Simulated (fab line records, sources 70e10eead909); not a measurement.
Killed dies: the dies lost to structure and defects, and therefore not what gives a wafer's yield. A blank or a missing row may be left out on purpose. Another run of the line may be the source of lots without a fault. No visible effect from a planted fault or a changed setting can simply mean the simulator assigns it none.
fab line records + flow nand-harc + part 2 of 2: steps 5 to 6 of 6
[record]
- lots = 22
- wafers = 66
- last-day = 34
route steps=1302 shown A_CHANNEL_HOLE_D2@586 A_CHANNEL_FILL_D2@619 A_STAIRCASE@650
lots untouched by any fault: they come from a run of this same line in which no faults occurred
start-h: start of the lot's first displayed wafer, in hours after the record's first day + wait-h: hours since the lot's step before + " as in the row above + L1.1+2: several wafers, shown together as one row + - no value present, or no start provided + * or withheld: withheld + < > ~ a bound
route shown NAME@n: NAME is a module with steps in the file, n the number in the route of the first one + usual: mean and standard deviation over wafers with no fault + same: alike in all rows + chamber/n: place in a boat + sites: the reading at each site + _std_site: how widely they spread, as a standard deviation + _edge_site: mean of outer sites minus mean of inner sites + radius-mm: how far each site lies from the wafer's centre + mask NAME#n: copy n + behind: the most recent tool/chamber to have shaped the wafer + hold: cause of the lot's hold/its duration in hours/its outcome + device: the n, p or np transistor that did not switch + end of line: tests run on the same wafers once the route is complete + for a step that has no rows: nothing shown but its recipe + killed: dies lost to structure and defects at the first sort, not the wafer's yield + map: dies across one wafer; x = killed, . = not, _ = none there
set.NAME: the run value of the setting; set.NAME@STEP: its run value at that earlier step + model.NAME: the simulator's own value behind a step, which no gauge read
the route's steps for a sample of lots (tables are steps, rows are wafers)
services: from which hour (start-h, from the record's first day; less than 0 if before it) a tool's chamber was out of use, for how many hours, and why
[[steps]]
[step NHARC_A_STAIRCASE_TRIM_26]
[recipe]
- time-s = 211.2
- o2-flow-sccm = 500
- ar-flow-sccm = 0
- bias-w = 0
- chemistry = O2
[usual]
- drypump-motor-current-A = 5.6/0.43
- oes-product-au = 0.999/0.012
- rf-vpp-V = 57.8/0.93
- showerhead-plenum-p-Torr = 3.53/0.16
- throttle-valve-pct = 17.037/0.009
| lot.wafer | tool        | chamber | start-h | wait-h | drypump-motor-current-A | oes-product-au | rf-hours-counter-h | rf-vpp-V | showerhead-plenum-p-Torr | throttle-valve-pct |
|-----------|-------------|---------|---------|--------|-------------------------|----------------|--------------------|----------|--------------------------|--------------------|
| L075.2    | rie-diel-10 | 2       | -       | -      | 4.8                     | 1.010          | 36                 | 56.6     | 3.41                     | 17.039             |
| L075.5    | "           | 0       | "       | "      | 6.0                     | 1.022          | -                  | 58.7     | 3.78                     | 17.042             |
| L075.6    | "           | 1       | "       | "      | 5.9                     | 1.005          | -                  | 58.0     | 3.32                     | 17.038             |
| L074.1    | rie-diel-07 | 2       | -       | -      | 5.9                     | 1.001          | 22                 | 57.2     | 3.33                     | 17.032             |
| L074.4    | "           | 0       | "       | "      | 5.8                     | 0.992          | 18                 | 55.6     | 3.37                     | 17.032             |
| L074.6    | "           | 3       | "       | "      | 6.3                     | 1.000          | -                  | 56.8     | 3.58                     | 17.045             |
| L077.4    | rie-diel-02 | 2       | -       | -      | 5.9                     | 0.986          | 48                 | 57.7     | 3.49                     | 17.046             |
| L077.6    | "           | 3       | "       | "      | 5.2                     | 0.985          | -                  | 59.0     | 3.75                     | 17.051             |
| L077.5    | "           | 0       | "       | "      | 5.3                     | 0.996          | -                  | 57.6     | 3.63                     | 17.023             |
| L079.4    | rie-diel-02 | 2       | -       | -      | 6.0                     | 0.987          | 1                  | 57.9     | 3.49                     | 17.027             |
| L079.2    | "           | 0       | "       | "      | 5.2                     | 0.989          | 1                  | 57.8     | 3.63                     | 17.035             |
| L079.5    | "           | 2       | "       | "      | 6.0                     | 0.986          | -                  | 57.0     | 3.49                     | 17.029             |
| L078.3    | rie-diel-07 | 3       | -       | -      | 6.2                     | 1.001          | 31                 | 58.1     | 3.57                     | 17.025             |
| L078.5    | "           | 3       | "       | "      | 6.2                     | 0.995          | -                  | 58.4     | 3.57                     | 17.046             |
| L078.6    | "           | 0       | "       | "      | 5.8                     | 0.996          | -                  | 56.6     | 3.36                     | 17.037             |
| L081.2    | rie-diel-02 | 0       | -       | -      | 5.3                     | 1.009          | 4                  | 57.8     | 3.62                     | 17.039             |
| L081.6    | "           | 0       | "       | "      | 5.3                     | 1.004          | -                  | 57.6     | 3.62                     | 17.032             |
| L081.5    | "           | 1       | "       | "      | 5.3                     | 1.017          | -                  | 59.2     | 3.74                     | 17.043             |
| L082.1    | rie-diel-07 | 2       | -       | -      | 6.0                     | 1.013          | 44                 | 56.7     | 3.32                     | 17.018             |
| L082.4    | "           | 3       | "       | "      | 6.3                     | 1.008          | 40                 | 58.0     | 3.56                     | 17.036             |
| L082.2    | "           | 0       | "       | "      | 5.8                     | 0.998          | 39                 | 56.9     | 3.36                     | 17.039             |
| L083.1    | rie-diel-02 | 3       | -       | -      | 5.2                     | 0.988          | 17                 | 57.5     | 3.74                     | 17.024             |
| L083.3    | "           | 0       | "       | "      | 5.3                     | 0.996          | 5                  | 57.9     | 3.62                     | 17.050             |
| L083.2    | "           | 1       | "       | "      | 5.2                     | 0.992          | 19                 | 57.6     | 3.73                     | 17.040             |
| L085.1    | rie-diel-02 | 1       | -       | -      | 5.2                     | 1.003          | 20                 | 59.4     | 3.73                     | 17.048             |
| L085.3    | "           | 2       | "       | "      | 6.0                     | 0.985          | 20                 | 57.4     | 3.48                     | 17.024             |
| L085.4    | "           | 3       | "       | "      | 5.2                     | 0.994          | 19                 | 59.6     | 3.74                     | 17.043             |
| L084.3    | rie-diel-07 | 3       | -       | -      | 6.3                     | 0.999          | 48                 | 57.1     | 3.56                     | 17.031             |
| L084.2    | "           | 1       | "       | "      | 5.8                     | 1.003          | 51                 | 59.1     | 3.53                     | 17.036             |
| L084.6    | "           | 0       | "       | "      | 5.8                     | 0.991          | -                  | 57.6     | 3.35                     | 17.040             |
| L086.1    | rie-diel-02 | 2       | -       | -      | 6.0                     | 0.972          | 26                 | 57.5     | 3.48                     | 17.042             |
| L086.2    | "           | 3       | "       | "      | 5.2                     | 0.990          | 24                 | 59.1     | 3.74                     | 17.038             |
| L086.5    | "           | 3       | "       | "      | 5.2                     | 0.987          | -                  | 58.8     | 3.74                     | 17.056             |
| L087.1    | rie-diel-10 | 3       | -       | -      | 5.0                     | 0.987          | 19                 | 57.5     | 3.39                     | 17.049             |
| L087.5    | "           | 2       | "       | "      | 4.8                     | 1.000          | -                  | 57.5     | 3.39                     | 17.035             |
| L087.6    | "           | 3       | "       | "      | 5.0                     | 0.987          | -                  | 56.7     | 3.39                     | 17.057             |
| L089.2    | rie-diel-10 | 3       | -       | -      | 5.0                     | 0.985          | 24                 | 56.2     | 3.39                     | 17.051             |
| L089.4    | "           | 0       | "       | "      | 6.0                     | 1.010          | 30                 | 59.8     | 3.75                     | 17.030             |
| L089.6    | "           | 0       | "       | "      | 6.0                     | 1.010          | -                  | 57.7     | 3.75                     | 17.022             |
| L088.1    | rie-diel-02 | 0       | -       | -      | 5.3                     | 0.993          | 24                 | 58.5     | 3.61                     | 17.023             |
| L088.6    | "           | 3       | "       | "      | 5.2                     | 1.007          | -                  | 57.5     | 3.73                     | 17.043             |
| L088.5    | "           | 0       | "       | "      | 5.3                     | 0.999          | -                  | 58.5     | 3.61                     | 17.041             |
| L090.4    | rie-diel-02 | 1       | -       | -      | 5.3                     | 0.991          | 32                 | 59.1     | 3.72                     | 17.037             |
| L090.1    | "           | 2       | "       | "      | 6.0                     | 0.982          | 45                 | 57.4     | 3.47                     | 17.035             |
| L090.5    | "           | 0       | "       | "      | 5.3                     | 0.995          | -                  | 57.2     | 3.61                     | 17.055             |
| L091.3    | rie-diel-07 | 0       | -       | -      | 5.8                     | 0.985          | 16                 | 58.0     | 3.34                     | 17.035             |
| L091.1    | "           | 1       | "       | "      | 5.8                     | 0.999          | 19                 | 56.9     | 3.52                     | 17.031             |
| L091.2    | "           | 2       | "       | "      | 5.9                     | 1.007          | 19                 | 57.5     | 3.30                     | 17.038             |
| L092.4    | rie-diel-07 | 0       | -       | -      | 5.8                     | 0.984          | 18                 | 55.9     | 3.34                     | 17.012             |
| L092.1    | "           | 1       | "       | "      | 5.8                     | 0.989          | 21                 | 57.3     | 3.51                     | 17.047             |
| L092.3    | "           | 2       | "       | "      | 5.9                     | 0.999          | 21                 | 57.9     | 3.30                     | 17.023             |
| L093.4    | rie-diel-07 | 3       | -       | -      | 6.2                     | 0.980          | 11                 | 56.7     | 3.55                     | 17.035             |
| L093.2    | "           | 0       | "       | "      | 5.8                     | 0.979          | 19                 | 57.9     | 3.34                     | 17.029             |
| L093.1    | "           | 1       | "       | "      | 5.8                     | 0.988          | 22                 | 58.8     | 3.51                     | 17.040             |
| L094.1    | rie-diel-10 | 1       | -       | -      | 5.9                     | 1.011          | 46                 | 57.1     | 3.28                     | 17.037             |
| L094.2    | "           | 2       | "       | "      | 4.8                     | 1.020          | 42                 | 57.0     | 3.38                     | 17.032             |
| L094.5    | "           | 0       | "       | "      | 6.0                     | 1.021          | -                  | 59.3     | 3.74                     | 17.045             |
| L095.3    | rie-diel-10 | 1       | -       | -      | 5.9                     | 1.020          | 55                 | 58.0     | 3.28                     | 17.035             |
| L095.6    | "           | 1       | "       | "      | 5.9                     | 1.013          | -                  | 56.4     | 3.28                     | 17.030             |
| L095.4    | "           | 2       | "       | "      | 4.8                     | 1.005          | -                  | 57.9     | 3.37                     | 17.032             |
| L097.2    | rie-diel-10 | 2       | -       | -      | 4.8                     | 1.011          | 53                 | 57.7     | 3.37                     | 17.038             |
| L097.5    | "           | 2       | "       | "      | 4.8                     | 0.999          | -                  | 58.2     | 3.37                     | 17.039             |
| L097.6    | "           | 0       | "       | "      | 6.0                     | 1.024          | -                  | 57.5     | 3.74                     | 17.024             |
| L096.1    | rie-diel-02 | 3       | -       | -      | 5.3                     | 0.997          | 1                  | 58.5     | 3.72                     | 17.031             |
| L096.2    | "           | 0       | "       | "      | 5.3                     | 1.004          | 1                  | 57.8     | 3.60                     | 17.039             |
| L096.6    | "           | 3       | "       | "      | 5.2                     | 0.998          | -                  | 58.7     | 3.72                     | 17.032             |
[step NHARC_A_STAIRCASE_TRIM_198]
[recipe]
- time-s = 211.2
- o2-flow-sccm = 500
- ar-flow-sccm = 0
- bias-w = 0
- chemistry = O2
[usual]
- drypump-motor-current-A = 5.6/0.43
- oes-product-au = 0.995/0.012
- rf-vpp-V = 57.8/0.88
- showerhead-plenum-p-Torr = 3.51/0.16
- throttle-valve-pct = 17.036/0.0081
| lot.wafer | tool        | chamber | start-h | wait-h | drypump-motor-current-A | oes-product-au | rf-hours-counter-h | rf-vpp-V | showerhead-plenum-p-Torr | throttle-valve-pct |
|-----------|-------------|---------|---------|--------|-------------------------|----------------|--------------------|----------|--------------------------|--------------------|
| L075.2    | rie-diel-07 | 3       | -       | -      | 6.3                     | 0.994          | 18                 | 58.2     | 3.58                     | 17.034             |
| L075.6    | "           | 3       | "       | "      | 6.3                     | 1.002          | -                  | 57.6     | 3.58                     | 17.057             |
| L075.5    | "           | 0       | "       | "      | 5.8                     | 0.984          | -                  | 57.7     | 3.37                     | 17.041             |
| L074.1    | rie-diel-02 | 1       | -       | -      | 5.2                     | 1.013          | 50                 | 57.3     | 3.74                     | 17.032             |
| L074.4    | "           | 2       | "       | "      | 5.9                     | 0.982          | 47                 | 58.2     | 3.49                     | 17.040             |
| L074.6    | "           | 3       | "       | "      | 5.2                     | 1.000          | -                  | 57.2     | 3.75                     | 17.038             |
| L077.4    | rie-diel-07 | 2       | -       | -      | 5.9                     | 0.999          | 26                 | 59.4     | 3.33                     | 17.030             |
| L077.6    | "           | 2       | "       | "      | 5.9                     | 1.007          | -                  | 56.9     | 3.33                     | 17.035             |
| L077.5    | "           | 3       | "       | "      | 6.2                     | 1.009          | -                  | 58.0     | 3.57                     | 17.039             |
| L079.4    | rie-diel-07 | 1       | -       | -      | 5.8                     | 0.991          | 35                 | 57.6     | 3.54                     | 17.052             |
| L079.2    | "           | 2       | "       | "      | 5.9                     | 1.005          | 37                 | 56.6     | 3.33                     | 17.033             |
| L079.5    | "           | 0       | "       | "      | 5.8                     | 0.988          | -                  | 57.7     | 3.36                     | 17.054             |
| L078.3    | rie-diel-07 | 2       | -       | -      | 5.9                     | 1.000          | 37                 | 57.3     | 3.33                     | 17.037             |
| L078.5    | "           | 0       | "       | "      | 5.8                     | 1.002          | -                  | 57.8     | 3.36                     | 17.031             |
| L078.6    | "           | 1       | "       | "      | 5.8                     | 0.995          | -                  | 58.0     | 3.54                     | 17.043             |
| L081.2    | rie-diel-07 | 3       | -       | -      | 6.2                     | 0.993          | 36                 | 57.6     | 3.57                     | 17.026             |
| L081.6    | "           | 1       | "       | "      | 5.8                     | 0.988          | -                  | 57.2     | 3.53                     | 17.021             |
| L081.5    | "           | 2       | "       | "      | 5.9                     | 0.995          | -                  | 57.9     | 3.32                     | 17.032             |
| L082.1    | rie-diel-02 | 1       | -       | -      | 5.2                     | 0.997          | 13                 | 57.5     | 3.73                     | 17.030             |
| L082.2    | "           | 2       | "       | "      | 6.0                     | 0.978          | 13                 | 58.2     | 3.48                     | 17.035             |
| L082.4    | "           | 3       | "       | "      | 5.2                     | 0.976          | -                  | 59.5     | 3.74                     | 17.043             |
| L083.1    | rie-diel-02 | 2       | -       | -      | 6.0                     | 0.983          | 19                 | 57.3     | 3.48                     | 17.032             |
| L083.2    | "           | 3       | "       | "      | 5.2                     | 0.985          | 18                 | 57.7     | 3.74                     | 17.038             |
| L083.3    | "           | 1       | "       | "      | 5.2                     | 0.997          | 19                 | 58.3     | 3.73                     | 17.044             |
| L085.1    | rie-diel-10 | 2       | -       | -      | 4.8                     | 1.010          | 7                  | 58.0     | 3.39                     | 17.042             |
| L085.4    | "           | 0       | "       | "      | 6.0                     | 1.010          | 11                 | 59.1     | 3.76                     | 17.032             |
| L085.3    | "           | 1       | "       | "      | 6.0                     | 1.000          | 10                 | 57.1     | 3.30                     | 17.027             |
| L084.2    | rie-diel-02 | 0       | -       | -      | 5.3                     | 1.002          | 9                  | 57.1     | 3.62                     | 17.032             |
| L084.3    | "           | 2       | "       | "      | 6.0                     | 0.967          | 23                 | 58.9     | 3.48                     | 17.037             |
| L084.6    | "           | 2       | "       | "      | 6.0                     | 0.973          | -                  | 57.9     | 3.48                     | 17.034             |
| L086.2    | rie-diel-02 | 3       | -       | -      | 5.2                     | 0.983          | 26                 | 58.6     | 3.74                     | 17.040             |
| L086.1    | "           | 0       | "       | "      | 5.3                     | 0.996          | 13                 | 57.6     | 3.62                     | 17.021             |
| L086.5    | "           | 3       | "       | "      | 5.2                     | 0.979          | -                  | 57.5     | 3.74                     | 17.035             |
| L087.1    | rie-diel-07 | 1       | -       | -      | 5.8                     | 1.000          | 2                  | 56.5     | 3.52                     | 17.041             |
| L087.5    | "           | 0       | "       | "      | 5.8                     | 0.963          | -                  | 58.7     | 3.35                     | 17.041             |
| L087.6    | "           | 1       | "       | "      | 5.8                     | 0.985          | -                  | 56.9     | 3.53                     | 17.033             |
| L089.2    | rie-diel-10 | 0       | -       | -      | 6.0                     | 1.003          | 30                 | 58.3     | 3.75                     | 17.045             |
| L089.4    | "           | 1       | "       | "      | 5.9                     | 0.993          | 29                 | 57.2     | 3.29                     | 17.026             |
| L089.6    | "           | 0       | "       | "      | 6.0                     | 1.016          | -                  | 59.0     | 3.75                     | 17.030             |
| L088.1    | rie-diel-10 | 2       | -       | -      | 4.8                     | 1.010          | 24                 | 56.6     | 3.39                     | 17.035             |
| L088.6    | "           | 3       | "       | "      | 5.0                     | 0.978          | -                  | 58.1     | 3.39                     | 17.036             |
| L088.5    | "           | 0       | "       | "      | 6.0                     | 1.007          | -                  | 57.6     | 3.75                     | 17.035             |
| L090.1    | rie-diel-07 | 1       | -       | -      | 5.9                     | 0.990          | 14                 | 58.3     | 3.52                     | 17.025             |
| L090.5    | "           | 2       | "       | "      | 5.9                     | 0.997          | -                  | 56.4     | 3.31                     | 17.029             |
| L090.4    | "           | 0       | "       | "      | 5.8                     | 0.975          | -                  | 56.0     | 3.35                     | 17.034             |
| L091.1    | rie-diel-02 | 1       | -       | -      | 5.3                     | 1.004          | 39                 | 59.9     | 3.72                     | 17.018             |
| L091.2    | "           | 3       | "       | "      | 5.2                     | 0.981          | 48                 | 59.1     | 3.72                     | 17.049             |
| L091.3    | "           | 0       | "       | "      | 5.2                     | 1.002          | 33                 | 57.6     | 3.61                     | 17.026             |
| L092.1    | rie-diel-10 | 0       | -       | -      | 6.0                     | 0.997          | 43                 | 57.0     | 3.74                     | 17.033             |
| L092.4    | "           | 1       | "       | "      | 6.0                     | 1.007          | 43                 | 57.0     | 3.29                     | 17.056             |
| L092.3    | "           | 2       | "       | "      | 4.8                     | 1.008          | 39                 | 59.0     | 3.38                     | 17.039             |
| L093.4    | rie-diel-10 | 1       | -       | -      | 5.9                     | 1.008          | 44                 | 57.0     | 3.28                     | 17.054             |
| L093.2    | "           | 3       | "       | "      | 5.0                     | 0.996          | 42                 | 58.4     | 3.38                     | 17.044             |
| L093.1    | "           | 0       | "       | "      | 6.0                     | 1.018          | 45                 | 58.8     | 3.74                     | 17.028             |
| L094.1    | rie-diel-02 | 0       | -       | -      | 5.3                     | 0.993          | 41                 | 56.9     | 3.60                     | 17.030             |
| L094.2    | "           | 3       | "       | "      | 5.2                     | 0.978          | 56                 | 58.8     | 3.72                     | 17.041             |
| L094.5    | "           | 3       | "       | "      | 5.2                     | 0.977          | -                  | 56.8     | 3.72                     | 17.038             |
| L095.4    | rie-diel-02 | 1       | -       | -      | 5.3                     | 0.998          | 1                  | 58.4     | 3.71                     | 17.047             |
| L095.3    | "           | 2       | "       | "      | 6.0                     | 0.988          | 1                  | 57.5     | 3.46                     | 17.032             |
| L095.6    | "           | 0       | "       | "      | 5.2                     | 1.008          | -                  | 59.5     | 3.60                     | 17.042             |
| L096.1    | rie-diel-10 | 1       | -       | -      | 6.0                     | 1.006          | 57                 | 57.6     | 3.28                     | 17.057             |
| L096.2    | "           | 2       | "       | "      | 4.8                     | 1.010          | 54                 | 58.7     | 3.37                     | 17.036             |
| L096.6    | "           | 0       | "       | "      | 6.0                     | 1.010          | -                  | 58.7     | 3.73                     | 17.038             |
| L097.2    | rie-diel-07 | 1       | -       | -      | 5.8                     | 0.987          | 35                 | 58.6     | 3.51                     | 17.030             |
| L097.5    | "           | 0       | "       | "      | 5.8                     | 0.980          | -                  | 57.9     | 3.33                     | 17.048             |
| L097.6    | "           | 1       | "       | "      | 5.8                     | 0.990          | -                  | 57.0     | 3.51                     | 17.037             |
[[services]]
| tool        | chamber | start-h | hours | kind   |
|-------------|---------|---------|-------|--------|
| cmp-01      | -       | 283.59  | 4.0   | pm     |
| rie-diel-07 | -       | 295.53  | 9.0   | pm     |
| rie-diel-02 | 0       | 323.09  | 2.8   | repair |
| cmp-01      | -       | 333.27  | 1.0   | repair |
| rie-diel-02 | 3       | 333.64  | 13.5  | repair |
| cmp-01      | -       | 342.48  | 1.8   | repair |
| rie-diel-10 | 1       | 347.86  | 7.4   | repair |
| cmp-01      | -       | 369.62  | 0.3   | repair |
| rie-diel-02 | -       | 394.69  | 9.0   | pm     |
| rie-diel-10 | -       | 420.51  | 9.0   | pm     |
| rie-diel-02 | 0       | 421.82  | 34.6  | repair |
| rie-diel-07 | -       | 432.78  | 0.3   | repair |
| rie-diel-10 | -       | 461.80  | 3.5   | repair |
| rie-diel-02 | 1       | 466.26  | 16.5  | repair |
| rie-diel-07 | -       | 472.53  | 9.0   | pm     |
| rie-diel-02 | 1       | 500.29  | 7.4   | repair |
| rie-diel-02 | 2       | 503.14  | 1.3   | repair |
| rie-diel-07 | 0       | 503.72  | 12.5  | repair |
| rie-diel-07 | 3       | 521.53  | 16.0  | repair |
| rie-diel-02 | 0       | 539.74  | 2.6   | repair |
| rie-diel-02 | 2       | 541.20  | 28.6  | repair |
| rie-diel-02 | -       | 559.32  | 0.6   | repair |
| rie-diel-02 | -       | 571.69  | 9.0   | pm     |
| rie-diel-10 | 3       | 581.32  | 4.8   | repair |
